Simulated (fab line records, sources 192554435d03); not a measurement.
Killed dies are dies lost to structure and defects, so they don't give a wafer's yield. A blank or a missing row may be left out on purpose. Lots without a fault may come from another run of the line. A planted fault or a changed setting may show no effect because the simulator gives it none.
Chamber matching | flow n5_finfet | N5_HKMG_FIN_STRIP_93 on rie_diel-01: 4 sister chambers
The step strips SOC in N2/H2, time 20 s. 4 wafers are shown with their chamber, then 8 later ones without.

WAFERS WITH THEIR CHAMBER
wafer  | chamber | drypump_motor_current_A (A)
L668.2 | 3       | 5.5
L670.3 | 0       | 6.7
L670.4 | 1       | 6.5
L673.3 | 2       | 5.3

WAFERS WITHOUT THEIR CHAMBER
wafer  | drypump_motor_current_A (A)
L673.4 | 5.5
L673.6 | 5.5
L681.1 | 6.8
L681.3 | 5.5
L681.4 | 5.3
L683.1 | 6.7
L683.2 | 5.5
L683.6 | 5.5

WHICH CHAMBER EACH WENT THROUGH
wafer  | from the rows above | in truth
L673.4 | 3                   | 3
L673.6 | 3                   | 3
L681.1 | 0                   | 0
L681.3 | 3                   | 3
L681.4 | 2                   | 2
L683.1 | 0                   | 0
L683.2 | 3                   | 3
L683.6 | 3                   | 3
Placed correctly: 8 of 8. Can't be placed from these rows: 0. Placed wrongly: 0.
How it was worked out, from the rows above alone: a wafer's distance from a chamber is the root of the sum, over the readings, of the square of ((its reading less the chamber's mean) divided by the reading's scatter). The wafer belongs to the nearest chamber; if the next one is less than 2 further off, it can't be placed. A chamber's mean is the mean of its shown wafers. The scatter: with one shown wafer a chamber, the root of the mean of the squares of how far each hidden wafer lies from its nearest shown one.
